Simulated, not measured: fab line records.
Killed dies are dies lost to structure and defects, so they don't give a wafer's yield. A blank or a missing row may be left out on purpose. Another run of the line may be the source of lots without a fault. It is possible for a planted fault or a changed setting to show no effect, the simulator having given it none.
fab line records ; flow n5-finfet
record lots=7; wafers=19; last-day=17
route steps=1938 shown BEOL_M13@1674 BEOL_M15@1830 PASSIVATION@1936
lots that met no fault: from a run of the same line without faults
start-h: hours from the record's opening day to when the first of the lot's shown wafers began ; wait-h: hours since the lot's step before ; " as in the row above ; L1.1+2: several wafers, shown together as one row ; - either no value or no given start ; * or withheld: withheld ; < > ~ a bound
route shown NAME@n: names a module that has steps shown in the file, with the first one's number in the route ; usual: mean/standard deviation taken from wafers without a fault ; same: alike in all rows ; chamber/n: place in a boat ; sites: each site's reading ; _std_site: the values' standard deviation ; _edge_site: inner sites' mean taken away from outer sites' mean ; radius-mm: for every site, how far away it sits from the centre of the wafer ; mask NAME#n: copy n ; behind: the last tool/chamber to shape the wafer ; hold: why the lot went on hold/how many hours it stayed there/how the hold came to an end ; device: transistor that didn't switch, given as n, p or np ; end of line: the same wafers' tests at the end of the route ; a step without rows: its recipe alone ; killed: count of dies lost to structure and defects at first sort (not the wafer's yield) ; map: shows each die of a wafer: x if killed, . if not, _ if none is there
set.NAME: the setting as run; set.NAME@STEP: as run at that earlier step ; model.NAME: the simulator's own value behind a step, which no gauge read
steps of the route over a sample of lots; a table a step, a row a wafer
services: a tool's chamber out of use, with start hour (start-h, from the record's first day; less than 0 if before it), hours out, and reason
## steps
# step N5_BEOL_M13_VIA_ETCH_16
# recipe chemistry=C4F8/O2/Ar; target=SiOC; pressure-mtorr=30; source-w=3000; bias-w=700; Ar_flow_sccm=400; C4F8_flow_sccm=15; O2_flow_sccm=8; he-inner-torr=15; he-outer-torr=30; target-depth-a=9217; time-s=withheld; ion-energy-ev=250; ends=cleared
# usual drypump-motor-current-A=5.7/0.54; mfc-ar-sccm=399.9/1.3; oes-product-au=0.71/0.053; rf-vpp-V=667/3.6; showerhead-plenum-p-Torr=3.46/0.12; throttle-valve-pct=24.08/0.24
lot.wafer;tool;chamber;start-h;wait-h;drypump-motor-current-A;mfc-ar-sccm;oes-product-au;rf-vpp-V;showerhead-plenum-p-Torr;throttle-valve-pct
L904.3;rie-diel-04;2;244.57;0.0;6.6;400.7;0.68;663;3.26;24.14
L904.5;rie-diel-04;2;244.57;0.0;6.7;398.6;0.68;661;3.26;24.18
L906.2;rie-diel-04;0;267.40;0.0;5.4;399.2;0.78;671;3.60;23.60
L906.4;rie-diel-04;1;267.40;0.0;6.2;397.6;0.75;670;3.59;24.30
L906.5;rie-diel-04;1;267.40;0.0;6.2;398.0;0.75;670;3.59;24.30
L907.1;rie-diel-05;2;268.05;0.0;5.2;398.2;0.63;669;3.52;24.46
L907.4;rie-diel-05;0;268.05;0.0;5.5;399.3;0.67;668;3.56;24.09
L907.5;rie-diel-05;2;268.05;0.0;5.2;398.6;0.62;668;3.52;24.48
L914.1;rie-diel-04;1;311.67;0.0;6.2;399.9;0.72;669;3.58;24.30
L914.2;rie-diel-04;3;311.67;0.0;5.1;399.9;0.69;662;3.32;23.89
L914.3;rie-diel-04;2;311.67;0.0;6.7;399.3;0.67;662;3.25;24.20
L921.1;rie-diel-03;0;366.72;0.0;6.1;400.2;0.77;664;3.34;24.25
L921.3;rie-diel-03;2;366.72;0.0;5.7;400.5;0.73;670;3.55;23.95
L921.5;rie-diel-03;0;366.72;0.0;6.1;399.9;0.76;665;3.34;24.25
L922.3;rie-diel-05;3;368.55;0.0;5.2;402.1;0.70;665;3.42;23.97
L922.4;rie-diel-05;0;368.55;0.0;5.5;399.4;0.64;668;3.54;24.15
L922.5;rie-diel-05;3;368.55;0.0;5.3;399.1;0.70;668;3.42;23.98
L925.2;rie-diel-03;0;383.10;0.0;6.1;401.7;0.76;663;3.33;24.26
L925.5;rie-diel-03;1;383.10;0.0;5.3;399.9;0.69;670;3.57;24.21
# step N5_BEOL_M13_STRIP_63
# recipe chemistry=N2/H2; power-w=1000; temp-c=250; h2-frac=0.65; overash-fraction=0.3; pressure-mtorr=1000; n2-flow-sccm=1750; h2-flow-sccm=3250
# usual drypump-motor-current-A=5.90/0.27; heater-power-w=330/20; n2-flow-sccm=1751/5.6; oes-product-au=0.674/0.0049; strip-time-to-endpoint-s=27.7/1.1
lot.wafer;tool;chamber;start-h;wait-h;drypump-motor-current-A;heater-power-w;n2-flow-sccm;oes-product-au;rf-hours-counter-h;strip-time-to-endpoint-s
L904.3;plasma-asher-01;0;244.82;-;5.91;350;1752;0.676;-;29.3
L904.5;plasma-asher-01;1;244.82;-;6.26;297;1746;0.669;-;27.4
L906.2;plasma-asher-02;1;267.64;-;5.50;333;1748;0.669;75;28.2
L906.4;plasma-asher-02;1;267.64;-;5.51;338;1747;0.674;-;27.8
L906.5;plasma-asher-02;1;267.64;-;5.49;332;1744;0.667;-;27.7
L907.1;plasma-asher-02;0;268.29;-;5.97;342;1747;0.671;75;27.6
L907.4;plasma-asher-02;0;268.29;-;5.96;341;1759;0.674;-;25.5
L907.5;plasma-asher-02;1;268.29;-;5.50;330;1751;0.676;-;27.4
L914.1;plasma-asher-02;1;311.90;-;5.49;335;1742;0.683;84;29.7
L914.2;plasma-asher-02;0;311.90;-;5.94;344;1750;0.672;84;29.0
L914.3;plasma-asher-02;1;311.90;-;5.49;323;1749;0.670;-;27.3
L921.1;plasma-asher-01;0;366.95;-;5.90;351;1749;0.676;143;29.0
L921.3;plasma-asher-01;0;366.95;-;5.91;356;1747;0.679;-;29.3
L921.5;plasma-asher-01;0;366.95;-;5.91;346;1744;0.670;-;26.2
L922.3;plasma-asher-02;0;368.81;-;5.91;347;1755;0.673;-;28.0
L922.4;plasma-asher-02;1;368.81;-;5.49;332;1756;0.675;-;27.1
L922.5;plasma-asher-02;1;368.81;-;5.49;335;1752;0.669;-;27.7
L925.2;plasma-asher-01;0;383.34;-;5.91;347;1744;0.669;147;26.6
L925.5;plasma-asher-01;1;383.34;-;6.27;299;1755;0.677;-;27.7
# step N5_BEOL_M13_ETCH_67
# recipe chemistry=CF4; target=SiARC; target-depth-a=1430; time-s=238.3; ion-energy-ev=80; pressure-mtorr=40; source-w=545; bias-w=36; Ar_flow_sccm=100; cf4-flow-sccm=100; ends=cleared
# usual drypump-motor-current-A=5.6/0.48; etch-rf-on-time-s=241/6.5; mfc-ar-sccm=99.95/0.29; oes-product-au=0.68/0.056; rf-vpp-V=184.7/1.1; showerhead-plenum-p-Torr=2.18/0.066; throttle-valve-pct=15.52/0.19
lot.wafer;tool;chamber;start-h;wait-h;drypump-motor-current-A;etch-rf-on-time-s;mfc-ar-sccm;oes-product-au;rf-hours-counter-h;rf-vpp-V;showerhead-plenum-p-Torr;throttle-valve-pct
L904.3;rie-diel-03;2;245.59;0.0;5.7;245;99.56;0.70;72;185.8;2.25;15.39
L904.5;rie-diel-03;0;245.59;0.0;6.1;235;100.32;0.76;-;183.9;2.10;15.54
L906.2;rie-diel-05;0;268.30;0.0;5.5;238;100.29;0.62;192;185.1;2.22;15.42
L906.4;rie-diel-05;3;268.30;0.0;5.3;237;100.03;0.71;-;183.9;2.18;15.54
L906.5;rie-diel-05;0;268.30;0.0;5.4;239;100.16;0.62;-;185.6;2.22;15.43
L907.1;rie-diel-03;1;269.15;0.0;5.3;250;100.24;0.67;87;184.0;2.25;15.55
L907.4;rie-diel-03;2;269.15;0.0;5.7;238;100.03;0.71;80;183.8;2.25;15.41
L907.5;rie-diel-03;1;269.15;0.0;5.3;250;100.16;0.66;-;184.8;2.25;15.53
L914.1;rie-diel-05;2;312.78;0.0;5.2;247;99.91;0.57;240;185.0;2.20;15.92
L914.2;rie-diel-05;3;312.78;0.0;5.2;244;99.72;0.67;105;183.4;2.17;15.57
L914.3;rie-diel-05;0;312.78;0.0;5.5;241;99.98;0.61;212;185.5;2.21;15.47
L921.1;rie-diel-03;1;367.76;0.0;5.3;248;99.90;0.65;108;186.7;2.24;15.58
L921.3;rie-diel-03;2;367.76;0.0;5.7;241;99.57;0.68;106;185.9;2.24;15.46
L921.5;rie-diel-03;2;367.76;0.0;5.7;241;99.67;0.68;-;185.2;2.24;15.46
L922.3;rie-diel-03;1;369.98;0.0;5.3;246;99.62;0.66;109;185.0;2.24;15.60
L922.4;rie-diel-03;1;369.98;0.0;5.3;248;99.72;0.65;-;186.4;2.24;15.61
L922.5;rie-diel-03;0;369.98;0.0;6.1;230;100.07;0.74;-;185.5;2.09;15.59
L925.2;rie-diel-05;1;385.27;0.0;6.4;237;99.82;0.75;37;185.0;2.17;15.50
L925.5;rie-diel-05;3;385.27;0.0;5.2;243;99.52;0.65;-;184.8;2.16;15.61
# step N5_BEOL_M13_TRENCH_ETCH_34
# recipe chemistry=C4F8/O2/Ar; target=SiOC; target-depth-a=4134.7; mask-material=SOC; pressure-mtorr=30; source-w=3000; bias-w=700; Ar_flow_sccm=400; C4F8_flow_sccm=15; O2_flow_sccm=8; he-inner-torr=15; he-outer-torr=30; time-s=162.6; ion-energy-ev=250
# usual drypump-motor-current-A=5.6/0.48; mfc-ar-sccm=399.9/1.3; oes-product-au=0.80/0.064; rf-vpp-V=667/3.2; showerhead-plenum-p-Torr=3.47/0.11; throttle-valve-pct=24.10/0.21
lot.wafer;tool;chamber;start-h;wait-h;drypump-motor-current-A;mfc-ar-sccm;oes-product-au;rf-hours-counter-h;rf-vpp-V;showerhead-plenum-p-Torr;throttle-valve-pct
L904.3;rie-diel-03;2;245.96;0.0;5.7;398.9;0.83;72;671;3.57;23.91
L904.5;rie-diel-03;0;245.96;0.0;6.1;397.9;0.87;-;664;3.35;24.21
L906.2;rie-diel-05;0;268.67;0.0;5.5;402.1;0.74;193;669;3.56;24.11
L906.4;rie-diel-05;3;268.67;0.0;5.2;399.2;0.81;-;664;3.44;23.92
L906.5;rie-diel-05;0;268.67;0.0;5.5;400.8;0.73;-;669;3.56;24.10
L907.1;rie-diel-03;1;269.52;0.0;5.3;402.6;0.79;88;670;3.58;24.18
L907.4;rie-diel-03;2;269.52;0.0;5.7;401.1;0.83;80;671;3.56;23.91
L907.5;rie-diel-03;1;269.52;0.0;5.3;401.7;0.79;-;669;3.58;24.19
L914.1;rie-diel-05;2;313.14;0.0;5.1;399.6;0.68;240;667;3.51;24.52
L914.2;rie-diel-05;3;313.14;0.0;5.3;399.2;0.78;105;667;3.43;23.94
L914.3;rie-diel-05;0;313.14;0.0;5.5;399.2;0.72;212;667;3.55;24.14
L921.1;rie-diel-03;1;368.13;0.0;5.3;399.8;0.78;108;670;3.57;24.22
L921.3;rie-diel-03;2;368.13;0.0;5.7;400.4;0.81;106;669;3.55;23.94
L921.5;rie-diel-03;2;368.13;0.0;5.7;402.1;0.81;-;669;3.55;23.93
L922.3;rie-diel-03;1;370.35;0.0;5.3;399.6;0.78;109;672;3.57;24.21
L922.4;rie-diel-03;1;370.35;0.0;5.3;400.6;0.78;-;670;3.57;24.22
L922.5;rie-diel-03;0;370.35;0.0;6.1;400.8;0.85;-;664;3.33;24.26
L925.2;rie-diel-05;1;385.64;0.0;6.4;398.4;0.86;37;666;3.48;24.23
L925.5;rie-diel-05;3;385.64;0.0;5.3;399.6;0.77;-;664;3.41;23.96
# step N5_BEOL_M13_OCD_MEAS_35
# usual trench-depth-nm=412/7.2
lot.wafer;tool;chamber;start-h;wait-h;trench-depth-nm
L904.3;ocd-02;-;246.14;0.0;409
L904.5;ocd-02;-;246.14;0.0;412
L906.2;ocd-01;-;268.84;0.0;418
L906.4;ocd-01;-;268.84;0.0;410
L906.5;ocd-01;-;268.84;0.0;416
L907.1;ocd-01;-;269.69;0.0;404
L907.4;ocd-01;-;269.69;0.0;413
L907.5;ocd-01;-;269.69;0.0;403
L914.1;ocd-01;-;313.32;0.0;404
L914.2;ocd-01;-;313.32;0.0;402
L914.3;ocd-01;-;313.32;0.0;417
L921.1;ocd-02;-;368.30;0.0;371
L921.3;ocd-02;-;368.30;0.0;377
L921.5;ocd-02;-;368.30;0.0;377
L922.3;ocd-02;-;370.53;0.0;375
L922.4;ocd-02;-;370.53;0.0;370
L922.5;ocd-02;-;370.53;0.0;377
L925.2;ocd-02;-;385.82;0.0;414
L925.5;ocd-02;-;385.82;0.0;404
# step N5_BEOL_M13_THK_MEAS_50
# recipe thk-meas-gauge=xrf; reads=Cu_of_BEOL_M13_ECD_47
# usual M13_THK=416/7.7
lot.wafer;tool;chamber;start-h;wait-h;M13_THK[nm]
L904.3;film-metro-01;-;249.22;-;414
L904.5;film-metro-01;-;249.22;-;418
L906.2;film-metro-01;-;270.47;-;425
L906.4;film-metro-01;-;270.47;-;418
L906.5;film-metro-01;-;270.47;-;424
L907.1;film-metro-01;-;274.09;-;404
L907.4;film-metro-01;-;274.09;-;416
L907.5;film-metro-01;-;274.09;-;405
L914.1;film-metro-01;-;317.73;-;404
L914.2;film-metro-01;-;317.73;-;404
L914.3;film-metro-01;-;317.73;-;420
L921.1;film-metro-02;-;372.24;-;374
L921.3;film-metro-02;-;372.24;-;379
L921.5;film-metro-02;-;372.24;-;380
L922.3;film-metro-02;-;372.62;-;376
L922.4;film-metro-02;-;372.62;-;371
L922.5;film-metro-02;-;372.62;-;380
L925.2;film-metro-01;-;390.84;-;423
L925.5;film-metro-01;-;390.84;-;408
# step N5_BEOL_M13_RS_MEAS_54
# recipe thk-meas-gauge=four-point-probe; reads=Cu_of_BEOL_M13_ECD_47+Ta_of_BEOL_M13_SPUTTER_44+TaN_of_BEOL_M13_SPUTTER_43
# usual M13_RS=0.0451/0.00081
lot.wafer;tool;chamber;start-h;wait-h;M13_RS[ohm/sq]
L904.3;film-metro-02;-;249.35;0.1;0.0455
L904.5;film-metro-02;-;249.35;0.1;0.0451
L906.2;film-metro-02;-;270.60;0.1;0.0445
L906.4;film-metro-02;-;270.60;0.1;0.0453
L906.5;film-metro-02;-;270.60;0.1;0.0447
L907.1;film-metro-02;-;274.22;0.0;0.0462
L907.4;film-metro-02;-;274.22;0.0;0.0448
L907.5;film-metro-02;-;274.22;0.0;0.0463
L914.1;film-metro-02;-;317.86;0.0;0.0461
L914.2;film-metro-02;-;317.86;0.0;0.0464
L914.3;film-metro-02;-;317.86;0.0;0.0448
L921.1;film-metro-02;-;372.37;0.0;0.0503
L921.3;film-metro-02;-;372.37;0.0;0.0496
L921.5;film-metro-02;-;372.37;0.0;0.0496
L922.3;film-metro-02;-;372.75;0.1;0.0499
L922.4;film-metro-02;-;372.75;0.1;0.0503
L922.5;film-metro-02;-;372.75;0.1;0.0495
L925.2;film-metro-01;-;391.00;0.1;0.0448
L925.5;film-metro-01;-;391.00;0.1;0.0461
# step N5_BEOL_M15_RC_MEAS_101
# usual COMB_M10=1.45e-11/3e-12; COMB_M11=1.4e-11/3.2e-12; COMB_M12=5.7e-12/1.1e-12; COMB_M13=4.4e-12/1.1e-12; COMB_M14=3e-12/8.8e-13; COMB_M15=1.9e-12/5.7e-13; COMB_M5=3.7e-11/7.8e-12; COMB_M5_max_site=5.4e-11/1.3e-11; COMB_M6=2.5e-11/5e-12; COMB_M6_max_site=3.6e-11/8.1e-12; COMB_M7=2.4e-11/5.1e-12; COMB_M8=2.5e-11/5.5e-12; COMB_M9=1.38e-11/2.8e-12; SERP_M10=3.07/0.099; SERP_M11=3.13/0.1; SERP_M12=0.643/0.023; SERP_M13=0.312/0.0076; SERP_M13_max_site=0.315/0.0081; SERP_M14=0.160/0.0061; SERP_M5=39.1/2.1; SERP_M6=13.8/0.76; SERP_M6_max_site=14.4/0.81; SERP_M7=14.2/0.71; SERP_M8=13.7/0.63; SERP_M9=3.13/0.11
lot.wafer;tool;chamber;start-h;wait-h;COMB_M10[S/m];COMB_M11[S/m];COMB_M12[S/m];COMB_M13[S/m];COMB_M14[S/m];COMB_M15[S/m];COMB_M5[S/m];COMB_M5_max_site[S/m];COMB_M6[S/m];COMB_M6_max_site[S/m];COMB_M7[S/m];COMB_M8[S/m];COMB_M9[S/m];SERP_M10[ohm/um];SERP_M11[ohm/um];SERP_M12[ohm/um];SERP_M13[ohm/um];SERP_M13_max_site[ohm/um];SERP_M14[ohm/um];SERP_M5[ohm/um];SERP_M6[ohm/um];SERP_M6_max_site[ohm/um];SERP_M7[ohm/um];SERP_M8[ohm/um];SERP_M9[ohm/um]
L904.3;prober-02;0;260.28;0.3;1.3e-11;1.3e-11;4.9e-12;4.2e-12;2.8e-12;3.5e-12;2.6e-11;3.9e-11;3.1e-11;3.6e-11;1.6e-11;2.6e-11;1.13e-11;3.06;2.93;0.623;0.318;0.321;0.162;41.3;13.4;14.1;13.8;14.0;2.95
L904.5;prober-02;0;260.28;0.3;1.48e-11;1.7e-11;5.7e-12;4e-12;2.7e-12;2.7e-12;3.9e-11;4.6e-11;3.4e-11;4.8e-11;1.8e-11;2.8e-11;1.33e-11;3.03;3.12;0.654;0.307;0.309;0.164;39.2;14.1;14.4;14.6;12.6;3.07
L906.2;prober-02;0;281.53;0.2;2.38e-11;1.7e-11;7.5e-12;5.1e-12;3.1e-12;1.9e-12;2.9e-11;5.5e-11;1.6e-11;2.2e-11;2.9e-11;1.6e-11;1.28e-11;2.90;3.08;0.685;0.311;0.314;0.164;36.2;13.9;14.4;13.7;12.9;3.07
L906.4;prober-02;0;281.53;0.2;1.32e-11;2.1e-11;6.3e-12;4.3e-12;2.7e-12;2.5e-12;3.1e-11;5.7e-11;1.7e-11;3e-11;2.6e-11;1.7e-11;1.3e-11;3.17;3.29;0.616;0.319;0.322;0.156;37.9;14.7;14.9;13.3;14.1;3.10
L906.5;prober-02;0;281.53;0.2;2e-11;1.6e-11;5.7e-12;5.7e-12;2.7e-12;1.8e-12;3.5e-11;4.9e-11;2.3e-11;4.1e-11;1.8e-11;1.7e-11;1.22e-11;3.09;3.07;0.637;0.315;0.316;0.170;38.0;14.1;14.8;14.8;14.6;3.16
L907.1;prober-02;0;291.76;0.0;1.43e-11;1.5e-11;4.9e-12;4.8e-12;1.8e-12;2.4e-12;3.5e-11;5.6e-11;3.2e-11;4.5e-11;2.3e-11;2.3e-11;1.75e-11;3.10;2.99;0.656;0.324;0.327;0.161;38.2;12.9;14.0;14.3;13.4;3.22
L907.4;prober-02;0;291.76;0.0;1.97e-11;1.6e-11;5.9e-12;4.5e-12;3e-12;1.9e-12;3.7e-11;4.2e-11;2.7e-11;4.3e-11;1.9e-11;3.5e-11;1.41e-11;3.08;3.14;0.639;0.313;0.316;0.163;40.0;14.2;15.0;14.7;13.2;3.15
L907.5;prober-02;0;291.76;0.0;1.63e-11;1.3e-11;5.8e-12;3.8e-12;2.8e-12;2.1e-12;5.1e-11;6.1e-11;2.6e-11;3.7e-11;3.3e-11;3.9e-11;1.33e-11;2.97;3.07;0.646;0.328;0.330;0.165;39.4;13.6;13.9;14.3;13.3;2.93
L914.1;prober-01;0;338.96;0.2;1.04e-11;1.5e-11;7.6e-12;4.3e-12;3.6e-12;1.1e-12;4e-11;5.1e-11;1.8e-11;2.9e-11;1.6e-11;2.1e-11;2.09e-11;2.96;3.04;0.647;0.313;0.315;0.148;39.6;13.3;13.8;13.9;14.2;2.93
L914.2;prober-01;0;338.96;0.2;1.22e-11;1.1e-11;5.6e-12;2.8e-12;3.1e-12;1.6e-12;3.9e-11;7.1e-11;1.8e-11;3.1e-11;2.4e-11;1.9e-11;1.74e-11;3.08;3.13;0.659;0.319;0.322;0.154;40.9;13.6;13.8;14.6;14.7;3.06
L914.3;prober-01;0;338.96;0.2;1.09e-11;1.1e-11;5.9e-12;2.9e-12;3.1e-12;2.1e-12;3.2e-11;6.7e-11;2.1e-11;3.1e-11;2.4e-11;1.5e-11;1.14e-11;3.03;3.22;0.671;0.305;0.308;0.148;38.1;12.5;12.8;14.2;14.1;3.21
L921.1;prober-01;0;390.75;0.0;1.69e-11;1.3e-11;3.9e-12;3.4e-12;2.1e-12;2.7e-12;4.1e-11;6e-11;2.6e-11;3.4e-11;1.4e-11;2.5e-11;8.7e-12;3.06;3.09;0.602;0.347;0.351;0.165;39.1;13.9;14.7;15.2;13.8;3.12
L921.3;prober-01;0;390.75;0.0;1.65e-11;1.3e-11;3.9e-12;4.1e-12;2.5e-12;1.3e-12;3.8e-11;8e-11;2.3e-11;3.1e-11;2.1e-11;3.5e-11;1.65e-11;3.09;3.29;0.650;0.338;0.346;0.164;38.5;14.8;15.1;14.2;14.4;3.17
L921.5;prober-01;0;390.75;0.0;1.32e-11;1.2e-11;4.3e-12;5.5e-12;3e-12;2e-12;3.6e-11;4.7e-11;2.6e-11;4.3e-11;1.7e-11;3.5e-11;1.3e-11;3.16;3.39;0.597;0.337;0.338;0.164;37.8;14.3;14.8;15.8;14.6;3.30
L922.3;prober-02;0;392.60;0.3;1.43e-11;1.7e-11;6.3e-12;5.3e-12;3.6e-12;1.8e-12;2.6e-11;2.9e-11;2.8e-11;4.9e-11;2.7e-11;2.5e-11;1.11e-11;2.92;3.02;0.682;0.344;0.348;0.164;40.3;13.3;14.0;13.5;14.1;3.19
L922.4;prober-02;0;392.60;0.3;1.3e-11;1.5e-11;6.9e-12;4.4e-12;2.3e-12;2.3e-12;2.8e-11;4e-11;2.8e-11;3.5e-11;3.2e-11;2.9e-11;1.33e-11;3.17;3.04;0.644;0.351;0.354;0.156;39.8;14.9;15.2;12.7;13.5;3.18
L922.5;prober-02;0;392.60;0.3;1.59e-11;1.5e-11;7.8e-12;5.2e-12;3.7e-12;1.8e-12;2.6e-11;3.6e-11;2.5e-11;3e-11;2.6e-11;4e-11;1.88e-11;3.15;2.91;0.673;0.335;0.337;0.155;35.9;15.7;15.8;13.8;13.7;3.04
L925.2;prober-01;0;400.72;0.2;1.12e-11;1.4e-11;4.7e-12;4.8e-12;2.8e-12;1.8e-12;3.1e-11;4.9e-11;3e-11;5.8e-11;3.4e-11;2.6e-11;1.12e-11;3.14;3.06;0.658;0.318;0.320;0.158;37.5;13.4;13.5;14.3;13.4;3.09
L925.5;prober-01;0;400.72;0.2;1.16e-11;1.5e-11;5.3e-12;4.4e-12;4.3e-12;1.8e-12;3.5e-11;5.1e-11;3.5e-11;5e-11;2.2e-11;2.9e-11;1.46e-11;2.99;3.02;0.623;0.315;0.320;0.158;35.6;13.5;14.0;14.7;14.0;3.09
# sites SERP_M13 radius-mm=0,75,75,75,75,140,140,140,140
L904.3 0.320 0.317 0.317 0.321 0.318 0.317 0.320 0.319 0.317
L906.2 0.313 0.312 0.314 0.311 0.310 0.310 0.310 0.313 0.309
L907.1 0.323 0.326 0.323 0.324 0.326 0.323 0.322 0.324 0.327
L914.1 0.314 0.313 0.312 0.314 0.312 0.315 0.313 0.314 0.311
L921.1 0.342 0.345 0.347 0.348 0.348 0.347 0.351 0.349 0.344
L922.3 0.341 0.344 0.344 0.343 0.344 0.345 0.348 0.342 0.345
L925.2 0.318 0.320 0.319 0.318 0.320 0.314 0.316 0.315 0.314
# step N5_PASSIVATION_PROBE_49
# usual defect-limited-yield=91.4/1.4; killed_at_M0_to_M3=33/10; killed_at_M4_up=14/6.1; killed-at-contacts=14/6.1; killed-at-front-end=38/9.7; killed-at-other=3.1/2.9; killed-dies=102/17; killed-open=67/13; killed-short=32/8; sort_bin_5_function=5.1/0.94; sort_bin_6_memory=3.2/0.68; sort-n-pass=1078/17; sort-yield-pct=91.3/1.5
# same gross-dies=1180; killed-at-back-side=0; sort_bin_4_leakage[%]=0; sort_bin_8_speed[%]=0
lot.wafer;tool;chamber;start-h;wait-h;defect-limited-yield[%];killed_at_M0_to_M3;killed_at_M4_up;killed-at-contacts;killed-at-front-end;killed-at-other;killed-dies;killed-open;killed-short;sort_bin_5_function[%];sort_bin_6_memory[%];sort-n-pass;sort-yield-pct[%]
L906.2;prober-01;-;296.12;0.1;90.4;42;11;9;48;3;113;79;32;5.2;3.6;1067;90.4
L906.4;prober-01;-;296.22;0.2;88.2;74;17;10;27;11;139;100;39;6.9;4.7;1041;88.2
L906.5;prober-01;-;296.27;0.2;91.7;43;12;7;36;0;98;76;22;4.9;3.1;1082;91.7
L914.1;prober-02;-;352.11;0.0;89.2;31;21;31;44;0;127;93;33;6.2;4.2;1053;89.2
L914.2;prober-02;-;352.16;0.1;91.0;32;13;14;47;0;106;65;41;5.5;3.2;1074;91.0
L914.3;prober-02;-;352.21;0.1;89.1;43;15;26;44;1;129;87;42;6.6;4.1;1051;89.1
L921.1;prober-02;-;405.48;0.0;90.1;25;20;28;43;1;117;77;38;6.8;3.0;1063;90.1
L921.3;prober-02;-;405.58;0.1;89.7;32;18;16;53;2;121;87;33;5.9;4.0;1059;89.7
L921.5;prober-02;-;405.68;0.2;91.7;19;24;17;34;4;98;65;33;4.4;3.6;1082;91.7
# killed by level:class
L906.2 FIN_SAQP:geometric-particle:open=20 BEOL_M2:geometric-particle:open=19 MOL_CONTACT_COAG:geometric-particle:open=8 BEOL_M0_SAQP:geometric-particle:open=7 BEOL_M0_SAQP:geometric-particle:short=6 DUMMY_GATE:geometric-particle:open=5 BEOL_M4:geometric-particle:open=5 DUMMY_GATE:geometric-particle:short=4
L906.4 BEOL_M2:geometric-particle:open=19 BEOL_M1:geometric-particle:open=18 BEOL_M3:geometric-particle:open=10 MOL_CONTACT_COAG:geometric-particle:open=10 STI_FIN_REVEAL:geometric-particle:open=9 FIN_SAQP:geometric-particle:open=7 BEOL_M2:geometric-particle:short=7 BEOL_M0_SAQP:geometric-particle:open=6
L906.5 BEOL_M2:geometric-particle:open=16 FIN_SAQP:geometric-particle:open=15 MOL_CONTACT_COAG:geometric-particle:open=7 BEOL_M0_SAQP:geometric-particle:short=7 FIN_SAQP:geometric-particle:short=6 BEOL_M6:geometric-particle:open=6 BEOL_M0_SAQP:geometric-particle:open=5 STI_FIN_REVEAL:geometric-particle:open=4
L914.1 MOL_CONTACT_COAG:geometric-particle:open=28 FIN_SAQP:geometric-particle:open=12 FIN_SAQP:geometric-particle:short=8 DUMMY_GATE:geometric-particle:open=7 BEOL_M3:geometric-particle:open=7 BEOL_M4:geometric-particle:open=7 GATE_CUT:geometric-particle:short=5 BEOL_M0_SAQP:geometric-particle:short=5
L914.2 FIN_SAQP:geometric-particle:short=15 MOL_CONTACT_COAG:geometric-particle:open=12 FIN_SAQP:geometric-particle:open=7 BEOL_M0:geometric-particle:open=7 BEOL_M0_SAQP:geometric-particle:short=6 STARTING-WAFER:geometric-particle:short=5 DUMMY_GATE:geometric-particle:open=4 BEOL_M3:geometric-particle:open=4
L914.3 MOL_CONTACT_COAG:geometric-particle:open=21 BEOL_M0_SAQP:geometric-particle:open=12 STI_FIN_REVEAL:geometric-particle:open=9 BEOL_M0_SAQP:geometric-particle:short=9 BEOL_M1:geometric-particle:open=8 MOL_CONTACT_COAG:geometric-particle:short=5 BEOL_M2:geometric-particle:open=5 BEOL_M4:geometric-particle:open=5
L921.1 MOL_CONTACT_COAG:geometric-particle:open=23 FIN_SAQP:geometric-particle:open=12 FIN_SAQP:geometric-particle:short=8 BEOL_M0_SAQP:geometric-particle:open=7 BEOL_M1:geometric-particle:short=7 STI_FIN_REVEAL:geometric-particle:open=5 MOL_CONTACT_COAG:geometric-particle:short=5 BEOL_M4:geometric-particle:open=5
L921.3 STI_FIN_REVEAL:geometric-particle:open=14 MOL_CONTACT_COAG:geometric-particle:open=14 FIN_SAQP:geometric-particle:open=9 BEOL_M0_SAQP:geometric-particle:open=9 BEOL_M0_SAQP:geometric-particle:short=8 FIN_SAQP:geometric-particle:short=6 STARTING-WAFER:geometric-particle:open=6 BEOL_M3:geometric-particle:open=5
L921.5 MOL_CONTACT_COAG:geometric-particle:open=14 FIN_SAQP:geometric-particle:open=10 FIN_SAQP:geometric-particle:short=7 BEOL_M4:geometric-particle:open=7 DUMMY_GATE:geometric-particle:open=5 BEOL_M5:geometric-particle:open=5 STI_FIN_REVEAL:geometric-particle:open=4 STARTING-WAFER:geometric-particle:short=4
## services
tool;chamber;start-h;hours;kind
rie-diel-03;3;224.30;-;clean
rie-diel-03;3;224.30;-;consumable-replace:focus-ring
rie-diel-03;3;224.30;24.5;scheduled-down
rie-diel-03;3;224.30;24.5;vent-cycle
plasma-asher-01;-;251.89;25.3;repair
rie-diel-05;1;261.35;-;clean
rie-diel-05;1;261.35;-;consumable-replace:focus-ring
rie-diel-05;1;261.35;15.8;scheduled-down
rie-diel-05;1;261.35;15.8;vent-cycle
rie-diel-03;-;280.32;19.4;repair
rie-diel-03;-;299.88;14.6;pm
rie-diel-04;-;301.97;0.1;repair
rie-diel-03;1;325.29;11.4;repair
plasma-asher-02;-;327.76;7.0;repair
rie-diel-03;3;338.91;35.9;repair
rie-diel-05;2;355.21;-;clean
rie-diel-05;2;355.21;-;consumable-replace:focus-ring
rie-diel-05;2;355.21;19.5;scheduled-down
rie-diel-05;2;355.21;19.5;vent-cycle
rie-diel-04;-;380.25;14.6;pm
## key
first-sign step=N5_BEOL_M13_OCD_MEAS_35; reading=trench-depth-nm; direction=down; sigmas=5.3; usual=412; struck=374
effect step=N5_BEOL_M13_THK_MEAS_50; reading=M13_THK; direction=down; sigmas=5.1; usual=416; struck=376
effect step=N5_BEOL_M13_RS_MEAS_54; reading=M13_RS; direction=up; sigmas=5.9; usual=0.0451; struck=0.0499
effect step=N5_BEOL_M15_RC_MEAS_101; reading=SERP_M13; direction=up; sigmas=4; usual=0.312; struck=0.342
met-at N5_BEOL_M13_TRENCH_ETCH_34
struck-lots L921,L922
not-acting-at N5_BEOL_M13_VIA_ETCH_16,N5_BEOL_M13_STRIP_63,N5_BEOL_M13_ETCH_67
onset-between 269.52 368.13
earlier-fault kind=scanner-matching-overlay; tool=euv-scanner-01; chamber=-; onset-h=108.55; steps=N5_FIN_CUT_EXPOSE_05; offset=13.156
fault kind=process-parameter-drift; tool=rie-diel-03; chamber=-; onset-h=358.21; steps=N5_BEOL_M13_TRENCH_ETCH_34; channel=target-depth-a; offset=-401.68; shape=step; acts-in=these-recipes-only; stated=4134.7
